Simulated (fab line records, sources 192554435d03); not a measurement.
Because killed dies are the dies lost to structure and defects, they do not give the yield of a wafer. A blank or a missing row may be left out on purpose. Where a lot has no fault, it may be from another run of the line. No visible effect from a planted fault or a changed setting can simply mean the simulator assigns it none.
Matching of chambers	flow n5-finfet	rie-diel-04 running N5_BEOL_M6_ETCH_66: 4 sister chambers
The step etches SOC in N2/H2, target depth 80 nm, overetch 16 nm, time 120 s. 4 wafers are shown with their chamber, then 10 later ones without.

## EACH WAFER AND ITS CHAMBER
wafer	chamber	showerhead-plenum-p-Torr (Torr)
L081.3	3	2.49
L085.6	1	2.62
L091.1	0	2.57
L091.2	2	2.63

## WAFERS WITHOUT THEIR CHAMBER
wafer	showerhead-plenum-p-Torr (Torr)
L091.4	2.48
L093.1	2.63
L093.5	2.61
L093.6	2.63
L094.2	2.61
L094.3	2.48
L094.5	2.61
L096.4	2.48
L096.5	2.63
L096.6	2.61

## WHICH CHAMBER EACH ONE RAN IN
wafer	from the rows above	in truth
L091.4	3	3
L093.1	can't be placed: 2 or 1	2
L093.5	can't be placed: 1 or 2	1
L093.6	can't be placed: 2 or 1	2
L094.2	can't be placed: 1 or 2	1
L094.3	3	3
L094.5	can't be placed: 1 or 2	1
L096.4	3	3
L096.5	can't be placed: 2 or 1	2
L096.6	can't be placed: 1 or 2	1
Placed correctly: 3 of 10. Can't be placed from these rows: 7 (the true chamber is among the candidates in 7). Wrongly placed: 0.
How it was worked out, from the rows above alone: a wafer's distance from a chamber is the root of the sum, over the readings, of the square of ((its reading less the chamber's mean) divided by the reading's scatter). The wafer belongs to the nearest chamber; if the next one is less than 2 further off, it can't be placed. Each chamber's mean is taken over the wafers shown for it. The scatter: with one shown wafer a chamber, the root of the mean of the squares of how far each hidden wafer lies from its nearest shown one.
